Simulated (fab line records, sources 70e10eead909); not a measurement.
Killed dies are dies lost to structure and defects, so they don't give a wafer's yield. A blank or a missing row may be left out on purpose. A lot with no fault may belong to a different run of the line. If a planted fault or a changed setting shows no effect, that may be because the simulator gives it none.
fab line records	flow nand_harc	part 1 of 2: steps 1 to 33 of 44
[record] lots = 5	wafers = 15	last_day = 33
route steps=1302 shown A_DECK1_JOINT@527 A_ONON_D2@545 A_CHANNEL_HOLE_D2@570
lots that met no fault: from a run of the same line without faults
start_h: start of the lot's first displayed wafer, in hours after the record's first day	wait_h: how many hours have passed since the lot's step before this one	" identical to the entry in the row above	L1.1+2: a single row standing in for several wafers	- no value, or no start given	* or withheld: withheld	< > ~ a bound
route shown NAME@n: names a module that has steps shown in the file, with the first one's number in the route	usual: mean/standard deviation taken from wafers without a fault	same: alike in all rows	chamber/n: place in a boat	sites: readings site by site	_std_site: standard deviation of those values	_edge_site: outer sites' mean less inner sites'	radius_mm: for every site, how far away it sits from the centre of the wafer	mask NAME#n: copy n	behind: the last tool/chamber to shape the wafer	hold: why the lot went on hold/how many hours it stayed there/how the hold came to an end	device: transistor that didn't switch, given as n, p or np	end of line: tests of these same wafers at the route's end	step lacking rows: just its recipe	killed: at the first sort, the dies lost to defects and structure; wafer yield is something else	map: a wafer's dies, x killed, . not, _ none there
set.NAME: the setting as run; set.NAME@STEP: as run at that earlier step	model.NAME: the simulator's own value behind a step, which no gauge read
lots seen at some steps along the route; tables by step, rows by wafer
services: a tool's chamber out of use, with start hour (start_h, from the record's first day; less than 0 if before it), hours out, and reason
[[steps]]
[step NHARC_A_DECK1_JOINT_CMP_13]
[recipe] target_thk_nm = 51.023
[usual] motor_current_A = 11.9/0.95	pad_life_wafers = 158/100	time_to_endpoint_s = 8.7/2.1
lot.wafer	tool	chamber	start_h	wait_h	motor_current_A	pad_life_wafers	time_to_endpoint_s
L080.3	cmp-01	2	306.76	0.4	12.4	78	7.7
L080.5	"	2	"	"	12.4	-	7.2
L080.6	"	3	"	"	12.8	-	6.1
L087.2	cmp-02	0	383.94	0.4	13.5	234	9.5
L087.3	"	3	"	"	11.8	237	8.6
L087.5	"	0	"	"	12.4	-	9.3
L090.2	cmp-03	1	404.71	0.4	12.6	150	10.4
L090.1	"	2	"	"	12.1	151	9.0
L090.5	"	1	"	"	12.7	-	10.0
L095.1	cmp-01	3	476.58	0.4	13.3	367	7.6
L095.3	"	0	"	"	11.3	368	11.1
L095.2	"	1	"	"	11.7	369	7.1
L097.2	cmp-02	3	476.58	0.4	12.0	151	7.8
L097.1	"	1	"	"	10.1	153	7.2
L097.6	"	2	"	"	12.0	-	11.1
[step NHARC_A_DECK1_JOINT_THK_MEAS_14]
[recipe] thk_meas_gauge = ellipsometry
[usual] thk_nm = 50.7/1.4
lot.wafer	tool	chamber	start_h	wait_h	thk_nm
L080.3	film_metro-01	-	307.01	0.2	52.2
L080.5	"	-	"	"	51.6
L080.6	"	-	"	"	49.7
L087.2	film_metro-01	-	384.20	0.2	52.4
L087.3	"	-	"	"	51.1
L087.5	"	-	"	"	53.5
L090.1	film_metro-02	-	404.96	0.2	47.5
L090.2	"	-	"	"	49.3
L090.5	"	-	"	"	50.5
L095.1	film_metro-02	-	476.81	0.2	49.8
L095.2	"	-	"	"	52.5
L095.3	"	-	"	"	50.8
L097.1	film_metro-02	-	476.82	0.2	50.9
L097.2	"	-	"	"	49.6
L097.6	"	-	"	"	51.0
[step NHARC_A_DECK1_JOINT_SRD_04]
lot.wafer	tool	chamber	start_h	wait_h
L080.3+5+6	wet_bench-02	5,7,1	307.05	0.0
L087.2+3+5	wet_bench-01	7,0,2	384.24	0.0
L090.2+5+1	wet_bench-09	3,4,6	405.01	0.0
L095.3+2+1	wet_bench-09	0,3,4	476.86	0.0
L097.1+6+2	wet_bench-02	5,0,2	476.86	0.0
[step NHARC_A_DECK1_JOINT_ETCHBACK_00]
[recipe] target_depth_a = 300	time_s = 17.4	hbr_flow_sccm = 150	rf_w = 350	icp_w = 350	bias_w = 60	chemistry = HBr
[usual] drypump_motor_current_A = 5.8/0.5	oes_product_au = 1.002/0.0088	throttle_valve_pct = 23.265/0.0085
lot.wafer	tool	chamber	start_h	wait_h	drypump_motor_current_A	oes_product_au	rf_hours_counter_h	throttle_valve_pct
L080.3	rie_si-06	3	307.17	0.1	6.2	1.009	0.2	23.259
L080.6	"	1	"	"	5.3	1.012	-	23.264
L080.5	"	2	"	"	6.0	1.013	-	23.259
L087.3	rie_si-04	0	384.34	0.1	5.5	0.988	0.2	23.271
L087.2	"	2	"	"	4.9	1.002	0.1	23.253
L087.5	"	0	"	"	5.4	1.001	-	23.250
L090.1	rie_si-04	0	405.09	0.1	5.4	1.000	0.2	23.266
L090.2	"	1	"	"	6.1	1.001	0.3	23.262
L090.5	"	1	"	"	6.1	0.999	-	23.264
L095.2	rie_si-05	0	476.94	0.1	6.1	1.003	1.2	23.275
L095.3	"	2	"	"	6.0	0.999	1.1	23.255
L095.1	"	3	"	"	5.1	1.007	1.2	23.262
L097.2	rie_si-04	3	476.97	0.1	5.7	0.985	0.7	23.258
L097.1	"	0	"	"	5.5	0.999	0.7	23.270
L097.6	"	2	"	"	5.0	0.984	-	23.270
[step NHARC_A_DECK1_JOINT_PRECLEAN_30]
[recipe] time_s = *	temp_c = 50	bath_age_min = 0	chemistry = SC1
[usual] bath_guard_temp_C = 50.0/0.67
lot.wafer	tool	chamber	start_h	wait_h	bath_guard_temp_C
L080.5	wet_bench-01	7	307.28	0.1	49.6
L080.3	"	3	"	"	51.0
L080.6	"	4	"	"	49.8
L087.2	wet_bench-02	5	384.47	0.1	50.9
L087.3	"	0	"	"	49.8
L087.5	"	1	"	"	50.2
L090.2	wet_bench-02	1	405.24	0.1	50.5
L090.1	"	4	"	"	50.0
L090.5	"	5	"	"	51.0
L097.6	wet_bench-09	2	477.09	0.1	50.8
L097.2	"	4	"	"	51.1
L097.1	"	5	"	"	50.1
L095.3	wet_bench-02	3	477.11	0.1	50.2
L095.1	"	4	"	"	50.1
L095.2	"	7	"	"	48.8
[step NHARC_A_DECK1_JOINT_SRD_31]
lot.wafer	tool	chamber	start_h	wait_h
L080.5+3+6	wet_bench-01	7,3,4	-	-
L087.2+3+5	wet_bench-02	5,0,1	-	-
L090.2+1+5	wet_bench-02	1,4,5	-	-
L097.6+2+1	wet_bench-09	2,4,5	-	-
L095.3+1+2	wet_bench-02	3,4,7	-	-
[step NHARC_A_DECK1_JOINT_CVD_34]
[recipe] target_thk_a = 200	temp_c = 700	pressure_mtorr = 300	material = SiNx
lot.wafer	tool	chamber	start_h	wait_h
L080.3+5+6	lpcvd-02	0	310.53	-
L087.2+3+5	lpcvd-01	0	387.71	-
L090.1+2+5	lpcvd-01	0	411.30	-
L095.1+2+3	lpcvd-02	0	480.33	-
L097.1+2+6	lpcvd-02	1	480.33	-
[step NHARC_A_DECK1_JOINT_DEP_06]
[recipe] target_thk_a = 800	temp_c = 65	material = SiOx
lot.wafer	tool	chamber	start_h	wait_h
L080.3+6+5	fcvd-02	1,0,1	315.24	0.5
L087.2+3+5	fcvd-01	1,0,1	390.94	0.4
L090.2+1+5	fcvd-01	0,1,0	414.56	0.4
L097.2+1+6	fcvd-02	1,0,1	483.54	0.4
L095.1+2+3	fcvd-01	1,0,0	483.54	0.4
[step NHARC_A_DECK1_JOINT_CURE_26]
[recipe] temp_c = 150	time_s = 32	pressure_atm = 0.395
lot.wafer	tool	chamber	start_h	wait_h
L080.3+6+5	fcvd-02	1,0,1	315.37	0.1
L087.2+3+5	fcvd-01	1,0,1	391.10	0.1
L090.2+1+5	fcvd-01	0,1,0	414.74	0.1
L097.2+1+6	fcvd-02	1,0,1	483.72	0.1
L095.1+2+3	fcvd-01	1,0,0	483.72	0.2
[step NHARC_A_DECK1_JOINT_ANNEAL_27]
[recipe] temp_c = 400	time_s = 3600	idle_temp_c = 300	ramp_up_c_per_min = 10	densification_p_h2o_torr = 640
lot.wafer	tool	chamber	start_h	wait_h
L080.3+5+6	furnace-07	0	318.99	3.6
L087.2+3+5	furnace-02	0	397.82	6.7
L090.1+2+5	furnace-07	0	417.47	2.7
L095.1+2+3	furnace-07	0	486.44	2.7
L097.1+2+6	furnace-07	0	486.44	2.7
[step NHARC_A_DECK1_JOINT_ANNEAL_28]
[recipe] temp_c = 500	time_s = 1800	idle_temp_c = 400	ramp_up_c_per_min = 10	densification_p_h2o_torr = 640
lot.wafer	tool	chamber	start_h	wait_h
L080.3+5+6	furnace-07	0	323.31	2.6
L087.2+3+5	furnace-02	0	405.54	6.0
L090.1+2+5	furnace-07	0	422.80	3.6
L095.1+2+3	furnace-07	0	493.62	5.4
L097.1+2+6	furnace-07	0	493.62	5.4
[step NHARC_A_DECK1_JOINT_ANNEAL_29]
[recipe] temp_c = 750	time_s = 1800	idle_temp_c = 500	ramp_up_c_per_min = 10	ramp_down_c_per_min = 3
lot.wafer	tool	chamber	start_h	wait_h
L080.3+5+6	furnace-07	0	328.68	4.7
L087.2+3+5	furnace-02	0	410.83	4.6
L090.1+2+5	furnace-07	0	428.10	4.6
L095.1+2+3	furnace-07	0	497.95	3.7
L097.1+2+6	furnace-07	0	497.95	3.7
[step NHARC_A_DECK1_JOINT_CMP_02]
[recipe] material = SiOx
[usual] motor_current_A = 11.8/1	pad_life_wafers = 205/100
lot.wafer	tool	chamber	start_h	wait_h	motor_current_A	pad_life_wafers
L080.3	cmp-01	1	331.42	0.4	10.9	163
L080.5	"	0	"	"	11.0	-
L080.6	"	1	"	"	11.8	-
L087.3	cmp-03	3	413.52	0.4	11.8	168
L087.2	"	1	"	"	12.8	170
L087.5	"	3	"	"	12.1	-
L090.1	cmp-01	0	430.75	0.4	11.2	168
L090.2	"	3	"	"	13.4	171
L090.5	"	0	"	"	11.2	-
L097.2	cmp-01	2	500.64	0.4	12.8	66
L097.1	"	0	"	"	10.8	68
L097.6	"	2	"	"	11.8	-
L095.1	cmp-03	2	500.64	0.4	12.2	138
L095.2	"	3	"	"	12.4	139
L095.3	"	1	"	"	12.6	141
[step NHARC_A_DECK1_JOINT_SRD_15]
lot.wafer	tool	chamber	start_h	wait_h
L080.5+6+3	wet_bench-09	5,6,2	331.69	0.0
L087.2+5+3	wet_bench-02	4,5,7	413.82	0.0
L090.2+1+5	wet_bench-09	5,6,0	431.04	0.0
L095.1+2+3	wet_bench-02	5,6,0	500.93	0.0
L097.6+1+2	wet_bench-02	5,6,7	500.96	0.1
[step NHARC_A_DECK1_JOINT_DEP_16]
[recipe] target_thk_a = 450	temp_c = 400	pressure_torr = 6.5	rf_w = 900	teos_flow_sccm = 161.4	flow_sccm = 2650	target_thk_nm = 45	gas = O2	material = SiO2
[usual] chamber_pressure_Torr = 6.499/0.015	heater_power_w = 523/89	throttle_valve_pct = 16.1/0.68
lot.wafer	tool	chamber	start_h	wait_h	chamber_pressure_Torr	heater_power_w	throttle_valve_pct
L080.3	pecvd-01	0	331.82	0.1	6.505	568	16.8
L080.5	"	2	"	"	6.519	440	15.3
L080.6	"	1	"	"	6.470	569	15.5
L087.3	pecvd-01	2	413.99	0.1	6.505	403	16.0
L087.2	"	0	"	"	6.511	516	16.7
L087.5	"	2	"	"	6.472	413	15.6
L090.1	pecvd-04	1	431.16	0.1	6.482	667	16.5
L090.2	"	2	"	"	6.504	413	16.2
L090.5	"	2	"	"	6.488	407	16.2
L095.3	pecvd-03	0	501.02	0.1	6.497	471	16.9
L095.2	"	1	"	"	6.507	371	16.6
L095.1	"	2	"	"	6.507	511	15.0
L097.1	pecvd-04	0	501.22	0.3	6.503	554	15.6
L097.2	"	1	"	"	6.494	646	15.6
L097.6	"	2	"	"	6.499	502	16.0
[step NHARC_A_DECK1_JOINT_THK_MEAS_17]
[recipe] thk_meas_gauge = ellipsometry
[usual] thk_nm = 44.9/1.1
lot.wafer	tool	chamber	start_h	wait_h	thk_nm
L080.3	film_metro-02	-	332.07	0.2	44.7
L080.5	"	-	"	"	44.9
L080.6	"	-	"	"	44.6
L087.2	film_metro-02	-	414.27	0.2	43.8
L087.3	"	-	"	"	45.8
L087.5	"	-	"	"	43.4
L090.1	film_metro-01	-	431.42	0.2	45.1
L090.2	"	-	"	"	45.4
L090.5	"	-	"	"	45.2
L095.1	film_metro-02	-	501.31	0.2	43.4
L095.2	"	-	"	"	45.7
L095.3	"	-	"	"	45.2
L097.1	film_metro-01	-	501.48	0.2	44.9
L097.2	"	-	"	"	44.7
L097.6	"	-	"	"	45.7
[step NHARC_A_DECK1_JOINT_INSPECT_05]
[usual] raw_defect_count = 383/150
lot.wafer	tool	chamber	start_h	wait_h	raw_defect_count
L080.3	defect_inspect-01	-	332.11	0.0	293
L080.5	"	-	"	"	233
L080.6	"	-	"	"	423
L087.2	defect_inspect-02	-	414.31	0.0	296
L087.3	"	-	"	"	455
L087.5	"	-	"	"	418
L090.1	defect_inspect-01	-	431.45	0.0	159
L090.2	"	-	"	"	334
L090.5	"	-	"	"	311
L095.1	defect_inspect-01	-	501.35	0.0	335
L095.2	"	-	"	"	152
L095.3	"	-	"	"	185
L097.1	defect_inspect-02	-	501.51	0.0	391
L097.2	"	-	"	"	371
L097.6	"	-	"	"	388
[step NHARC_A_ONON_D2_DEP_00]
[recipe] target_thk_a = 10000	n2_flow_sccm = 2750	n2o_flow_sccm = 2000	nh3_flow_sccm = 500	sih4_flow_sccm = 210	temp_c = 400
lot.wafer	tool	chamber	start_h	wait_h
L080.3+5+6	pecvd_onon-01	0	332.29	0.2
L087.2+3+5	pecvd_onon-04	0	414.43	0.1
L090.1+2+5	pecvd_onon-01	0	431.52	0.1
L095.1+2+3	pecvd_onon-01	0	501.41	0.1
L097.1+2+6	pecvd_onon-03	0	501.76	0.2
[step NHARC_A_ONON_D2_THK_MEAS_02]
[recipe] thk_meas_gauge = ellipsometry
[usual] thk_nm = 1004/9.2
lot.wafer	tool	chamber	start_h	wait_h	thk_nm
L080.3	film_metro-01	-	332.68	-	990
L080.5	"	-	"	"	989
L080.6	"	-	"	"	990
L087.2	film_metro-01	-	414.88	-	991
L087.3	"	-	"	"	990
L087.5	"	-	"	"	990
L090.1	film_metro-02	-	432.03	-	1006
L090.2	"	-	"	"	1005
L090.5	"	-	"	"	1005
L095.1	film_metro-02	-	501.92	-	1004
L095.2	"	-	"	"	1003
L095.3	"	-	"	"	1003
L097.1	film_metro-01	-	502.27	-	1005
L097.2	"	-	"	"	1004
L097.6	"	-	"	"	1005
[step NHARC_A_ONON_D2_DEP_03]
[recipe] target_thk_a = 10000	n2_flow_sccm = 2750	n2o_flow_sccm = 2000	nh3_flow_sccm = 500	sih4_flow_sccm = 210	temp_c = 400
lot.wafer	tool	chamber	start_h	wait_h
L080.3+5+6	pecvd_onon-04	0	332.86	0.2
L087.2+3+5	pecvd_onon-01	0	414.99	0.1
L090.1+2+5	pecvd_onon-01	0	432.08	0.1
L095.1+2+3	pecvd_onon-03	0	502.11	0.2
L097.1+2+6	pecvd_onon-01	0	502.33	0.1
[step NHARC_A_ONON_D2_THK_MEAS_05]
[recipe] thk_meas_gauge = ellipsometry
[usual] thk_nm = 998/11
lot.wafer	tool	chamber	start_h	wait_h	thk_nm
L080.3	film_metro-02	-	333.26	-	979
L080.5	"	-	"	"	979
L080.6	"	-	"	"	981
L087.2	film_metro-02	-	415.45	-	983
L087.3	"	-	"	"	985
L087.5	"	-	"	"	983
L090.1	film_metro-01	-	432.59	-	1014
L090.2	"	-	"	"	1013
L090.5	"	-	"	"	1015
L095.1	film_metro-01	-	502.62	-	983
L095.2	"	-	"	"	982
L095.3	"	-	"	"	981
L097.1	film_metro-02	-	502.83	-	1008
L097.2	"	-	"	"	1009
L097.6	"	-	"	"	1008
[step NHARC_A_ONON_D2_DEP_06]
[recipe] target_thk_a = 10000	n2_flow_sccm = 2750	n2o_flow_sccm = 2000	nh3_flow_sccm = 500	sih4_flow_sccm = 210	temp_c = 400
lot.wafer	tool	chamber	start_h	wait_h
L080.3+5+6	pecvd_onon-01	0	333.43	0.2
L087.2+3+5	pecvd_onon-04	0	415.56	0.1
L090.1+2+5	pecvd_onon-01	0	432.66	0.1
L095.1+2+3	pecvd_onon-01	0	502.68	0.1
L097.1+2+6	pecvd_onon-03	0	502.89	0.1
[step NHARC_A_ONON_D2_THK_MEAS_08]
[recipe] thk_meas_gauge = ellipsometry
[usual] thk_nm = 999/9.8
lot.wafer	tool	chamber	start_h	wait_h	thk_nm
L080.3	film_metro-02	-	333.82	-	1019
L080.5	"	-	"	"	1016
L080.6	"	-	"	"	1017
L087.2	film_metro-02	-	416.02	-	1002
L087.3	"	-	"	"	1001
L087.5	"	-	"	"	1001
L090.1	film_metro-01	-	433.17	-	1003
L090.2	"	-	"	"	1004
L090.5	"	-	"	"	1004
L095.1	film_metro-01	-	503.19	-	1016
L095.2	"	-	"	"	1017
L095.3	"	-	"	"	1017
L097.1	film_metro-01	-	503.40	-	999
L097.2	"	-	"	"	997
L097.6	"	-	"	"	997
[step NHARC_A_ONON_D2_DEP_09]
[recipe] target_thk_a = 10000	n2_flow_sccm = 2750	n2o_flow_sccm = 2000	nh3_flow_sccm = 500	sih4_flow_sccm = 210	temp_c = 400
lot.wafer	tool	chamber	start_h	wait_h
L080.3+5+6	pecvd_onon-01	0	334.00	0.2
L087.2+3+5	pecvd_onon-01	0	416.13	0.1
L090.1+2+5	pecvd_onon-01	0	433.23	0.1
L095.1+2+3	pecvd_onon-03	0	503.25	0.1
L097.1+2+6	pecvd_onon-01	0	503.46	0.1
[step NHARC_A_ONON_D2_THK_MEAS_11]
[recipe] thk_meas_gauge = ellipsometry
[usual] thk_nm = 1002/10
lot.wafer	tool	chamber	start_h	wait_h	thk_nm
L080.3	film_metro-02	-	334.39	-	989
L080.5	"	-	"	"	988
L080.6	"	-	"	"	991
L087.2	film_metro-02	-	416.58	-	985
L087.3	"	-	"	"	986
L087.5	"	-	"	"	988
L090.1	film_metro-01	-	433.74	-	997
L090.2	"	-	"	"	997
L090.5	"	-	"	"	996
L095.1	film_metro-02	-	503.75	-	1009
L095.2	"	-	"	"	1008
L095.3	"	-	"	"	1010
L097.1	film_metro-01	-	503.97	-	1007
L097.2	"	-	"	"	1009
L097.6	"	-	"	"	1007
[step NHARC_A_ONON_D2_DEP_12]
[recipe] target_thk_a = 10000	n2_flow_sccm = 2750	n2o_flow_sccm = 2000	nh3_flow_sccm = 500	sih4_flow_sccm = 210	temp_c = 400
lot.wafer	tool	chamber	start_h	wait_h
L080.3+5+6	pecvd_onon-01	0	334.56	0.2
L087.2+3+5	pecvd_onon-01	0	416.70	0.1
L090.1+2+5	pecvd_onon-01	0	433.80	0.1
L095.1+2+3	pecvd_onon-01	0	503.81	0.1
L097.1+2+6	pecvd_onon-03	0	504.03	0.1
[step NHARC_A_ONON_D2_THK_MEAS_14]
[recipe] thk_meas_gauge = ellipsometry
[usual] thk_nm = 997/10
lot.wafer	tool	chamber	start_h	wait_h	thk_nm
L080.3	film_metro-02	-	334.96	-	988
L080.5	"	-	"	"	987
L080.6	"	-	"	"	989
L087.2	film_metro-02	-	417.15	-	1024
L087.3	"	-	"	"	1024
L087.5	"	-	"	"	1026
L090.1	film_metro-01	-	434.31	-	1009
L090.2	"	-	"	"	1009
L090.5	"	-	"	"	1009
L095.1	film_metro-01	-	504.32	-	993
L095.2	"	-	"	"	994
L095.3	"	-	"	"	991
L097.1	film_metro-01	-	504.54	-	1004
L097.2	"	-	"	"	1003
L097.6	"	-	"	"	1004
[step NHARC_A_ONON_D2_ANNEAL_15]
[recipe] temp_c = 750	time_s = 3600
lot.wafer	tool	chamber	start_h	wait_h
L080.3+5+6	furnace-01	0	338.65	3.7
L087.2+3+5	furnace-04	0	420.17	3.0
L090.1+2+5	furnace-04	0	437.57	3.3
L095.1+2+3	furnace-03	0	507.86	3.5
L097.1+2+6	furnace-03	0	507.86	3.3
[step NHARC_A_ONON_D2_DEP_16]
[recipe] target_thk_a = 10000	n2_flow_sccm = 2750	n2o_flow_sccm = 2000	nh3_flow_sccm = 500	sih4_flow_sccm = 210	temp_c = 400
lot.wafer	tool	chamber	start_h	wait_h
L080.3+5+6	pecvd_onon-03	0	342.59	0.5
L087.2+3+5	pecvd_onon-01	0	424.08	0.4
L090.1+2+5	pecvd_onon-01	0	441.42	0.4
L095.1+2+3	pecvd_onon-04	0	511.71	0.4
L097.1+2+6	pecvd_onon-03	0	511.71	0.4
[step NHARC_A_ONON_D2_THK_MEAS_18]
[recipe] thk_meas_gauge = ellipsometry
[usual] thk_nm = 1002/9.2
lot.wafer	tool	chamber	start_h	wait_h	thk_nm
L080.3	film_metro-02	-	342.98	-	980
L080.5	"	-	"	"	981
L080.6	"	-	"	"	981
L087.2	film_metro-01	-	424.53	-	995
L087.3	"	-	"	"	997
L087.5	"	-	"	"	995
L090.1	film_metro-02	-	441.93	-	999
L090.2	"	-	"	"	999
L090.5	"	-	"	"	997
L097.1	film_metro-01	-	512.22	-	1001
L097.2	"	-	"	"	1005
L097.6	"	-	"	"	1004
L095.1	film_metro-02	-	512.22	-	1001
L095.2	"	-	"	"	998
L095.3	"	-	"	"	998
[step NHARC_A_ONON_D2_DEP_19]
[recipe] target_thk_a = 10000	n2_flow_sccm = 2750	n2o_flow_sccm = 2000	nh3_flow_sccm = 500	sih4_flow_sccm = 210	temp_c = 400
lot.wafer	tool	chamber	start_h	wait_h
L080.3+5+6	pecvd_onon-03	0	343.15	0.2
L087.2+3+5	pecvd_onon-01	0	424.65	0.1
L090.1+2+5	pecvd_onon-03	0	441.99	0.1
L097.1+2+6	pecvd_onon-03	0	512.27	0.1
L095.1+2+3	pecvd_onon-04	0	512.27	0.1
[step NHARC_A_ONON_D2_THK_MEAS_21]
[recipe] thk_meas_gauge = ellipsometry
[usual] thk_nm = 999/8.8
lot.wafer	tool	chamber	start_h	wait_h	thk_nm
L080.3	film_metro-02	-	343.55	-	997
L080.5	"	-	"	"	998
L080.6	"	-	"	"	997
L087.2	film_metro-01	-	425.10	-	996
L087.3	"	-	"	"	998
L087.5	"	-	"	"	995
L090.1	film_metro-02	-	442.50	-	998
L090.2	"	-	"	"	999
L090.5	"	-	"	"	1001
L095.1	film_metro-01	-	512.78	-	997
L095.2	"	-	"	"	998
L095.3	"	-	"	"	998
L097.1	film_metro-02	-	512.79	-	984
L097.2	"	-	"	"	982
L097.6	"	-	"	"	984
[step NHARC_A_ONON_D2_DEP_22]
[recipe] target_thk_a = 10000	n2_flow_sccm = 2750	n2o_flow_sccm = 2000	nh3_flow_sccm = 500	sih4_flow_sccm = 210	temp_c = 400
lot.wafer	tool	chamber	start_h	wait_h
L080.3+5+6	pecvd_onon-03	0	343.72	0.2
L087.2+3+5	pecvd_onon-04	0	425.21	0.1
L090.1+2+5	pecvd_onon-04	0	442.55	0.1
L095.1+2+3	pecvd_onon-04	0	512.83	0.1
L097.1+2+6	pecvd_onon-03	0	512.84	0.1
